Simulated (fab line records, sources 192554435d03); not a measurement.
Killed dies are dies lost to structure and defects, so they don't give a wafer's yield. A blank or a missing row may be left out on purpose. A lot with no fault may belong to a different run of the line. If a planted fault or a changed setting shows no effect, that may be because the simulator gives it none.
Matching of chambers | flow n5_finfet | N5_BEOL_M7_DEP_56 on pecvd-01 has 3 sister chambers
The step deposits SiCN from 3MS/NH3, target thk 10 nm, time 17.5 s. 14 wafers are shown with their chamber, then 7 later ones without.

## EACH WAFER AND ITS CHAMBER
wafer  | chamber | throttle_valve_pct (%) | showerhead_plenum_p_Torr (Torr) | chamber_pressure_Torr (Torr)
L076.1 | 0       | 9.5                    | 3.691                           | 3.014
L076.3 | 0       | 9.4                    | 3.692                           | 3.005
L076.5 | 0       | 9.5                    | 3.689                           | 3.002
L079.2 | 0       | 9.8                    | 3.689                           | 3.002
L079.5 | 2       | 7.8                    | 3.675                           | 3.008
L079.6 | 1       | 8.7                    | 3.661                           | 3.007
L081.1 | 1       | 8.7                    | 3.654                           | 3.005
L081.4 | 2       | 7.7                    | 3.667                           | 2.998
L081.6 | 1       | 8.5                    | 3.648                           | 3.000
L082.1 | 2       | 7.8                    | 3.672                           | 3.001
L082.2 | 0       | 9.5                    | 3.682                           | 3.008
L082.5 | 1       | 8.6                    | 3.655                           | 3.011
L084.1 | 2       | 7.7                    | 3.672                           | 2.994
L084.5 | 0       | 9.7                    | 3.693                           | 3.011

SIGNATURES (averages over the wafers above)
reading                  | chamber 0 | chamber 1 | chamber 2 | scatter within a chamber
throttle_valve_pct       | 9.567     | 8.625     | 7.750     | 0.117
showerhead_plenum_p_Torr | 3.68933   | 3.65450   | 3.67150   | 0.00421
chamber_pressure_Torr    | 3.00700   | 3.00575   | 3.00025   | 0.00511
Rule: for each reading, subtract the chamber's mean from the wafer's reading, divide by that reading's scatter and square the result; add these up over the readings and take the root, which gives the wafer's distance from the chamber. The wafer belongs to the nearest chamber; if the next one is less than 2 further off, it can't be placed. The scatter: take each reading less its chamber's mean, square it, sum over the shown wafers, divide by the number of wafers less the number of chambers, and take the root.

## WAFERS WITH NO CHAMBER GIVEN
wafer  | throttle_valve_pct (%) | showerhead_plenum_p_Torr (Torr) | chamber_pressure_Torr (Torr)
L084.6 | 8.7                    | 3.650                           | 3.000
L093.1 | 8.0                    | 3.654                           | 2.994
L093.4 | 9.6                    | 3.682                           | 2.999
L093.5 | 8.9                    | 3.656                           | 3.009
L097.1 | 8.7                    | 3.656                           | 3.000
L097.5 | 8.5                    | 3.655                           | 2.995
L097.6 | 7.9                    | 3.673                           | 3.003

## WHICH CHAMBER EACH ONE RAN IN
wafer  | from the rows above     | in truth
L084.6 | 1                       | 1
L093.1 | can't be placed: 2 or 1 | 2
L093.4 | 0                       | 0
L093.5 | 1                       | 1
L097.1 | 1                       | 1
L097.5 | 1                       | 1
L097.6 | 2                       | 2
Placed correctly: 6 of 7. Can't be placed from these rows: 1 (the true chamber is among the candidates in 1). Placed wrongly: 0.
